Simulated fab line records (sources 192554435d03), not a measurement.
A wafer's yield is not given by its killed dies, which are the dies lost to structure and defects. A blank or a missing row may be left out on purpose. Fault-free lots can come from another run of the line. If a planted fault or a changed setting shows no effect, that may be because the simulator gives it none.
Lot-split experiment ; flow n5_finfet ; 7 lots, 21 wafers read, on a route of 1938 steps

## SPLIT DETAILS
At N5_BEOL_M8_ILD_DEP_00 (deposits SiCOH lowk from DEMS/porogen, target thk 179.75 nm, time 33.4 s), the setting time_s was moved away from the recipe's 33.4 s on 5 of the 21 wafers read, by -14.0% to +9.1%. All remaining wafers had this setting at the recipe value.

## THE PATH FROM SPLIT TO READING: the file shows 1 step between them
- N5_BEOL_M8_CURE_74: cures SiCOH lowk, time 240 s

## THE READING
Values of M8_ILD_THK in nm from N5_BEOL_M8_THK_MEAS_01. A value of 155.3 nm with a standard deviation of 2.2 nm is what fault-free wafers of this fab line usually give.

wafer;tool, chamber at the split;time_s as run, s;against the recipe;M8_ILD_THK, nm;against lot-mates on the recipe
L075.2;pecvd-04, 2;33.4;recipe;153.4;-
L075.3;pecvd-04, 0;35.64;+6.7%;161.6;+8.2
L075.6;pecvd-04, 0;35.64;+6.7%;163.9;+10.5
L083.1;pecvd-03, 2;33.4;recipe;154.0;-
L083.4;pecvd-03, 2;33.4;recipe;157.4;-
L083.5;pecvd-03, 0;33.4;recipe;154.3;-
L087.2;pecvd-03, 1;33.4;recipe;155.6;-
L087.3;pecvd-03, 2;33.4;recipe;157.1;-
L087.6;pecvd-03, 1;33.4;recipe;156.3;-
L086.3;pecvd-02, 1;33.4;recipe;156.6;-
L086.5;pecvd-02, 2;33.4;recipe;159.9;-
L086.6;pecvd-02, 1;33.4;recipe;159.2;-
L091.2;pecvd-02, 2;33.4;recipe;153.1;-
L091.3;pecvd-02, 0;33.4;recipe;153.4;-
L091.5;pecvd-02, 2;36.45;+9.1%;171.3;+18.1
L093.2;pecvd-02, 1;28.71;-14.0%;130.9;-25.5
L093.5;pecvd-02, 1;28.71;-14.0%;136.6;-19.8
L093.6;pecvd-02, 0;33.4;recipe;156.4;-
L095.2;pecvd-02, 2;33.4;recipe;155.7;-
L095.3;pecvd-02, 0;33.4;recipe;153.7;-
L095.6;pecvd-02, 2;33.4;recipe;156.3;-

FIT RESULTS
A straight line over all 21 wafers: M8_ILD_THK changes by +1.5 nm for each +1% of time_s; r = +0.96; the points scatter about the line by 2.3 nm.
The same after taking each lot's own level away (the mean of its wafers on the recipe; 21 wafers): +1.63 nm for each +1%; r = +0.98; scatter 1.7 nm.
On that fit, the largest move of time_s shifts the reading by 23 nm.
Across the lots, their own levels run from 153.25 to 158.57 nm, a range of 2.4 times the standard deviation given above.
The two slopes are in agreement: the lot-to-lot level therefore moves the slope only a little.
Check: with one of the wafers moved furthest among these (-14.0%) left out of the fit, the line predicts -21.3 nm for it against its lot-mates. Against them it came out at -25.5 nm.

## ADDITIONAL SPLITS CARRIED BY THESE WAFERS
Before the reading, these wafers also passed through other splits. Each is held against what the fit with the lots' levels taken away leaves over:
other split on the same wafers;wafers away from the commonest value;r with M8_ILD_THK (lot level and that fit taken away)
N5_BEOL_M7_COAT_71 spin_rpm;6;+0.41
N5_BEOL_M7_DEP_56 time_s;9;-0.54

## THE WHOLE CHAIN: every reading that the file lists as answering this split, in the file's order
step;what it does;reading;change (the file's fit);r (the file's)
N5_BEOL_M8_ILD_DEP_00;deposits SiCOH lowk from DEMS/porogen, target thk 179.75 nm, time 33.4 s;SiCOH_lowk_of_BEOL_M8_ILD_DEP_00.thk_nm (the simulator's own value, which no gauge read);+1.92 nm for each +1% of the setting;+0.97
N5_BEOL_M8_CURE_74;cures SiCOH lowk, time 240 s;SiCOH_lowk_of_BEOL_M8_ILD_DEP_00.thk_nm (the simulator's own value, which no gauge read);+1.67 nm for each +1% of the setting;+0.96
N5_BEOL_M8_THK_MEAS_01;;M8_ILD_THK;+1.67 for each +1% of the setting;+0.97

## FILE'S OWN FIT
M8_ILD_THK changes by +1.67 nm for each +1% of time_s, r = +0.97.
